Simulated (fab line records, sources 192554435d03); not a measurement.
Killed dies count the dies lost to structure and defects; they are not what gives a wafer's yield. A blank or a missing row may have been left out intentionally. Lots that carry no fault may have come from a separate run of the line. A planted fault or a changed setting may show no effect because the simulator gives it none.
Which tool is to blame?	flow n5_finfet	24 lots, 72 wafers sampled, at 6 steps of a route of 1938

== WHAT EACH GAUGE READ, for each wafer ==
No reading from a measuring or inspecting step in the record can be judged against a usual standard deviation.

== EACH LOT AND THE TOOL THAT RAN IT (in order: tool; ch and the chambers of the sampled wafers; start) ==
lot	N5_BEOL_M3_SPUTTER_48	N5_BEOL_M3_ANNEAL_80	N5_BEOL_M3_ANNEAL_87	N5_BEOL_M3_ANNEAL_95	N5_BEOL_M3_SPUTTER_96	N5_BEOL_M4_PECVD_72
L075	pvd_sputter-01, day 8 04:19	pvd_sputter-01, day 8 04:40	pvd_sputter-01, day 8 05:06	pvd_sputter-01, day 8 05:59	pvd_sputter-01, day 8 06:07	pecvd-01 ch 0,1,2, day 8 07:20
L074	pvd_sputter-03, day 8 08:16	pvd_sputter-03, day 8 08:34	pvd_sputter-03, day 8 09:01	pvd_sputter-03, day 8 09:53	pvd_sputter-03, day 8 10:02	pecvd-03 ch 1,2, day 8 11:15
L076	pvd_sputter-02, day 8 15:17	pvd_sputter-02, day 8 15:35	pvd_sputter-02, day 8 16:02	pvd_sputter-02, day 8 16:55	pvd_sputter-02, day 8 17:03	pecvd-03 ch 0,1,2, day 8 18:23
L077	pvd_sputter-01, day 8 16:29	pvd_sputter-01, day 8 16:47	pvd_sputter-01, day 8 17:14	pvd_sputter-01, day 8 18:07	pvd_sputter-01, day 8 18:15	pecvd-01 ch 0,2, day 8 19:31
L078	pvd_sputter-03, day 8 18:14	pvd_sputter-03, day 8 18:32	pvd_sputter-03, day 8 18:59	pvd_sputter-03, day 8 19:52	pvd_sputter-03, day 8 20:00	pecvd-02 ch 0,1,2, day 8 21:13
L080	pvd_sputter-02, day 9 03:16	pvd_sputter-02, day 9 03:34	pvd_sputter-02, day 9 04:01	pvd_sputter-02, day 9 04:53	pvd_sputter-02, day 9 05:02	pecvd-01 ch 0,2, day 9 06:17
L079	pvd_sputter-03, day 9 08:52	pvd_sputter-03, day 9 09:10	pvd_sputter-03, day 9 09:36	pvd_sputter-03, day 9 10:29	pvd_sputter-03, day 9 10:37	pecvd-01 ch 0,1,2, day 9 11:51
L081	pvd_sputter-03, day 9 10:52	pvd_sputter-03, day 9 11:10	pvd_sputter-03, day 9 11:36	pvd_sputter-03, day 9 12:29	pvd_sputter-03, day 9 12:37	pecvd-02 ch 0,1, day 9 13:54
L082	pvd_sputter-01, day 9 14:18	pvd_sputter-01, day 9 14:36	pvd_sputter-01, day 9 15:02	pvd_sputter-01, day 9 15:55	pvd_sputter-01, day 9 16:04	pecvd-02 ch 0,1, day 9 17:23
L083	pvd_sputter-02, day 9 14:31	pvd_sputter-02, day 9 14:49	pvd_sputter-02, day 9 15:15	pvd_sputter-02, day 9 16:08	pvd_sputter-02, day 9 16:16	pecvd-01 ch 0,1,2, day 9 17:46
L084	pvd_sputter-03, day 10 03:37	pvd_sputter-03, day 10 03:55	pvd_sputter-03, day 10 04:22	pvd_sputter-03, day 10 05:14	pvd_sputter-03, day 10 05:23	pecvd-02 ch 0,1,2, day 10 06:38
L085	pvd_sputter-03, day 10 09:43	pvd_sputter-03, day 10 10:01	pvd_sputter-03, day 10 10:28	pvd_sputter-03, day 10 11:20	pvd_sputter-03, day 10 11:29	pecvd-03 ch 0,1, day 10 12:43
L086	pvd_sputter-01, day 10 15:18	pvd_sputter-01, day 10 15:38	pvd_sputter-01, day 10 16:08	pvd_sputter-01, day 10 17:07	pvd_sputter-01, day 10 17:17	pecvd-03 ch 0,1,2, day 10 18:58
L087	pvd_sputter-01, day 11 11:23	pvd_sputter-01, day 11 11:41	pvd_sputter-01, day 11 12:07	pvd_sputter-01, day 11 13:00	pvd_sputter-01, day 11 13:08	pecvd-02 ch 0,1,2, day 11 14:31
L090	pvd_sputter-01, day 11 13:46	pvd_sputter-01, day 11 14:04	pvd_sputter-01, day 11 14:31	pvd_sputter-01, day 11 15:23	pvd_sputter-01, day 11 15:32	pecvd-02 ch 0,1,2, day 11 16:46
L088	pvd_sputter-03, day 11 14:14	pvd_sputter-03, day 11 14:32	pvd_sputter-03, day 11 14:58	pvd_sputter-03, day 11 15:51	pvd_sputter-03, day 11 15:59	pecvd-03 ch 0,2, day 11 17:13
L089	pvd_sputter-03, day 11 18:17	pvd_sputter-03, day 11 18:35	pvd_sputter-03, day 11 19:02	pvd_sputter-03, day 11 19:55	pvd_sputter-03, day 11 20:03	pecvd-02 ch 0,1, day 11 21:17
L091	pvd_sputter-02, day 12 00:20	pvd_sputter-02, day 12 00:38	pvd_sputter-02, day 12 01:04	pvd_sputter-02, day 12 01:57	pvd_sputter-02, day 12 02:05	pecvd-03 ch 0,1, day 12 03:26
L092	pvd_sputter-02, day 12 02:27	pvd_sputter-02, day 12 02:45	pvd_sputter-02, day 12 03:11	pvd_sputter-02, day 12 04:04	pvd_sputter-02, day 12 04:13	pecvd-02 ch 0,1,2, day 12 05:43
L093	pvd_sputter-02, day 12 05:02	pvd_sputter-02, day 12 05:20	pvd_sputter-02, day 12 05:47	pvd_sputter-02, day 12 06:40	pvd_sputter-02, day 12 06:48	pecvd-02 ch 1,2, day 12 08:02
L094	pvd_sputter-03, day 12 21:33	pvd_sputter-03, day 12 21:51	pvd_sputter-03, day 12 22:17	pvd_sputter-03, day 12 23:10	pvd_sputter-03, day 12 23:19	pecvd-02 ch 0,1,2, day 13 00:33
L095	pvd_sputter-02, day 13 02:58	pvd_sputter-02, day 13 03:16	pvd_sputter-02, day 13 03:42	pvd_sputter-02, day 13 04:35	pvd_sputter-02, day 13 04:43	pecvd-01 ch 1, day 13 05:59
L097	pvd_sputter-03, day 13 10:08	pvd_sputter-03, day 13 10:26	pvd_sputter-03, day 13 10:53	pvd_sputter-03, day 13 11:46	pvd_sputter-03, day 13 11:54	pecvd-01 ch 1,2, day 13 13:08
L096	pvd_sputter-01, day 13 10:40	pvd_sputter-01, day 13 10:58	pvd_sputter-01, day 13 11:25	pvd_sputter-01, day 13 12:17	pvd_sputter-01, day 13 12:26	pecvd-01 ch 1,2, day 13 13:40
- N5_BEOL_M3_SPUTTER_48: material Cu, target thk 4.5 nm, time 8.29 s.
- N5_BEOL_M3_ANNEAL_80: time 240 s.
- N5_BEOL_M3_ANNEAL_87: time 240 s.
- N5_BEOL_M3_ANNEAL_95: time 240 s.
- N5_BEOL_M3_SPUTTER_96: material Cu, target thk 4.5 nm, time 8.29 s.
- N5_BEOL_M4_PECVD_72: deposits SiO2 from TEOS/O2, target thk 16 nm, time 18 s.

== AS READ BY THE TOOLS THEMSELVES (means over the sampled wafers that have a number; for cases with no such wafer, the mark the record gives instead) ==
N5_BEOL_M3_SPUTTER_48. Usual: chamber_pressure_pa 0.07 Pa, standard deviation 0.00013; throttle_valve_pct 30.2 %, standard deviation 1.
lot	tool	chamber_pressure_pa (Pa)	throttle_valve_pct (%)	flag
L075	pvd_sputter-01	0.07	30.6	
L074	pvd_sputter-03	0.07	30.9	
L076	pvd_sputter-02	0.07	30.3	
L077	pvd_sputter-01	0.07	30.3	
L078	pvd_sputter-03	0.07	30.5	
L080	pvd_sputter-02	0.07	29.7	
L079	pvd_sputter-03	0.07	29.8	
L081	pvd_sputter-03	0.07	30.0	
L082	pvd_sputter-01	0.07	30.4	
L083	pvd_sputter-02	0.07	29.2	
L084	pvd_sputter-03	0.07	30.4	
L085	pvd_sputter-03	0.07	30.0	
L086	pvd_sputter-01	0.07	30.4	
L087	pvd_sputter-01	0.07	30.8	
L090	pvd_sputter-01	0.07	30.0	
L088	pvd_sputter-03	0.07	30.9	
L089	pvd_sputter-03	0.07	31.3	
L091	pvd_sputter-02	0.07	30.0	
L092	pvd_sputter-02	0.07	30.1	
L093	pvd_sputter-02	0.07	29.7	
L094	pvd_sputter-03	0.07	30.7	
L095	pvd_sputter-02	0.07	30.4	
L097	pvd_sputter-03	0.07	31.3	
L096	pvd_sputter-01	0.07	30.2	

N5_BEOL_M3_ANNEAL_80. Usual: heater_power_w 817 W, standard deviation 84; susceptor_temp_C_max 401.0, standard deviation 0.4.
lot	tool	heater_power_w (W)	susceptor_temp_C_max	flag
L075	pvd_sputter-01	902	401.2	
L074	pvd_sputter-03	759	400.9	
L076	pvd_sputter-02	830	400.9	
L077	pvd_sputter-01	927	400.8	
L078	pvd_sputter-03	759	400.8	
L080	pvd_sputter-02	777	401.4	
L079	pvd_sputter-03	806	400.7	
L081	pvd_sputter-03	772	400.9	
L082	pvd_sputter-01	924	400.7	
L083	pvd_sputter-02	805	401.1	
L084	pvd_sputter-03	758	400.6	
L085	pvd_sputter-03	796	400.8	
L086	pvd_sputter-01	844	401.0	
L087	pvd_sputter-01	845	400.7	
L090	pvd_sputter-01	968	400.8	
L088	pvd_sputter-03	801	400.6	
L089	pvd_sputter-03	732	400.9	
L091	pvd_sputter-02	814	401.4	
L092	pvd_sputter-02	828	401.2	
L093	pvd_sputter-02	762	401.5	
L094	pvd_sputter-03	752	400.7	
L095	pvd_sputter-02	742	401.4	
L097	pvd_sputter-03	744	400.9	
L096	pvd_sputter-01	916	401.3	

N5_BEOL_M3_ANNEAL_87. Usual: heater_power_w 814 W, standard deviation 84; susceptor_temp_C_max 400.9, standard deviation 0.35.
lot	tool	heater_power_w (W)	susceptor_temp_C_max	flag
L075	pvd_sputter-01	898	401.0	
L074	pvd_sputter-03	751	400.6	
L076	pvd_sputter-02	820	401.0	
L077	pvd_sputter-01	923	400.9	
L078	pvd_sputter-03	751	400.9	
L080	pvd_sputter-02	775	401.2	
L079	pvd_sputter-03	800	400.8	
L081	pvd_sputter-03	767	401.0	
L082	pvd_sputter-01	916	400.8	
L083	pvd_sputter-02	803	400.9	
L084	pvd_sputter-03	756	400.8	
L085	pvd_sputter-03	809	400.6	
L086	pvd_sputter-01	843	400.9	
L087	pvd_sputter-01	839	400.6	
L090	pvd_sputter-01	974	401.0	
L088	pvd_sputter-03	792	400.7	
L089	pvd_sputter-03	743	400.7	
L091	pvd_sputter-02	826	401.2	
L092	pvd_sputter-02	813	401.1	
L093	pvd_sputter-02	756	401.2	
L094	pvd_sputter-03	742	400.8	
L095	pvd_sputter-02	735	401.2	
L097	pvd_sputter-03	755	400.7	
L096	pvd_sputter-01	897	401.1	

N5_BEOL_M3_ANNEAL_95. Usual: heater_power_w 816 W, standard deviation 86; susceptor_temp_C_max 400.9, standard deviation 0.38.
lot	tool	heater_power_w (W)	susceptor_temp_C_max	flag
L075	pvd_sputter-01	917	400.9	
L074	pvd_sputter-03	755	400.5	
L076	pvd_sputter-02	827	401.2	
L077	pvd_sputter-01	923	400.9	
L078	pvd_sputter-03	752	400.7	
L080	pvd_sputter-02	781	401.0	
L079	pvd_sputter-03	798	400.6	
L081	pvd_sputter-03	758	400.7	
L082	pvd_sputter-01	923	400.9	
L083	pvd_sputter-02	792	401.0	
L084	pvd_sputter-03	759	400.5	
L085	pvd_sputter-03	801	400.8	
L086	pvd_sputter-01	845	400.9	
L087	pvd_sputter-01	847	400.7	
L090	pvd_sputter-01	973	401.1	
L088	pvd_sputter-03	773	400.5	
L089	pvd_sputter-03	738	400.9	
L091	pvd_sputter-02	832	401.2	
L092	pvd_sputter-02	831	401.2	
L093	pvd_sputter-02	770	401.1	
L094	pvd_sputter-03	763	400.8	
L095	pvd_sputter-02	742	401.4	
L097	pvd_sputter-03	730	400.7	
L096	pvd_sputter-01	895	401.4	

N5_BEOL_M3_SPUTTER_96. Usual: chamber_pressure_pa 0.07001 Pa, standard deviation 0.00015; throttle_valve_pct 30.2 %, standard deviation 1.1.
lot	tool	chamber_pressure_pa (Pa)	throttle_valve_pct (%)	flag
L075	pvd_sputter-01	0.07019	30.4	
L074	pvd_sputter-03	0.06992	30.9	
L076	pvd_sputter-02	0.06991	30.2	
L077	pvd_sputter-01	0.06988	30.2	
L078	pvd_sputter-03	0.07008	30.6	
L080	pvd_sputter-02	0.06995	29.7	
L079	pvd_sputter-03	0.06988	29.8	
L081	pvd_sputter-03	0.07022	30.0	
L082	pvd_sputter-01	0.06993	30.5	
L083	pvd_sputter-02	0.07000	28.9	
L084	pvd_sputter-03	0.07004	30.4	
L085	pvd_sputter-03	0.07011	29.9	
L086	pvd_sputter-01	0.06996	30.4	
L087	pvd_sputter-01	0.06990	30.9	
L090	pvd_sputter-01	0.07002	29.9	
L088	pvd_sputter-03	0.07013	30.7	
L089	pvd_sputter-03	0.07000	31.4	
L091	pvd_sputter-02	0.06996	30.2	
L092	pvd_sputter-02	0.07014	30.2	
L093	pvd_sputter-02	0.07003	29.8	
L094	pvd_sputter-03	0.06995	30.5	
L095	pvd_sputter-02	0.06989	30.1	
L097	pvd_sputter-03	0.07015	31.4	
L096	pvd_sputter-01	0.06995	30.0	

N5_BEOL_M4_PECVD_72. Usual: heater_power_w 744 W, standard deviation 79; showerhead_plenum_p_Torr 8.81 Torr, standard deviation 0.069; throttle_valve_pct 22.0 %, standard deviation 1.4.
lot	tool	heater_power_w (W)	showerhead_plenum_p_Torr (Torr)	throttle_valve_pct (%)	flag
L075	pecvd-01	691	8.86	23.0	
L074	pecvd-03	721	8.88	22.2	
L076	pecvd-03	719	8.82	21.7	
L077	pecvd-01	793	8.84	21.8	
L078	pecvd-02	776	8.76	21.4	
L080	pecvd-01	705	8.86	23.1	
L079	pecvd-01	735	8.85	23.3	
L081	pecvd-02	741	8.73	21.5	
L082	pecvd-02	794	8.72	21.2	
L083	pecvd-01	711	8.85	23.2	
L084	pecvd-02	775	8.75	21.6	
L085	pecvd-03	815	8.84	22.0	
L086	pecvd-03	745	8.82	21.6	
L087	pecvd-02	830	8.76	21.7	
L090	pecvd-02	813	8.77	21.5	
L088	pecvd-03	712	8.76	21.1	
L089	pecvd-02	766	8.72	21.5	
L091	pecvd-03	739	8.90	22.6	
L092	pecvd-02	790	8.76	21.7	
L093	pecvd-02	757	8.77	21.7	
L094	pecvd-02	838	8.75	21.5	
L095	pecvd-01	634	8.87	24.5	
L097	pecvd-01	677	8.85	22.9	
L096	pecvd-01	639	8.85	21.7	

== THE ANSWER, worked out from the rows above alone ==
Rule: a lot counts as off when the mean over its wafers that have a number is more than 3 standard deviations away from the usual mean. A lot without any number at a reading at which 4 lots or more have one is off too. The other lots that the step has rows for count as sound. After the gauges, taken in route order, come the tools' own readings; for these a lot's mean is taken, as printed above. At the first step where some lot is off, the reading lying furthest off is the one used; lots without a number count as furthest.
No lot is off on any of the readings shown, so nothing can be concluded from this.

== WHAT WAS PUT IN BY THE SIMULATOR ==
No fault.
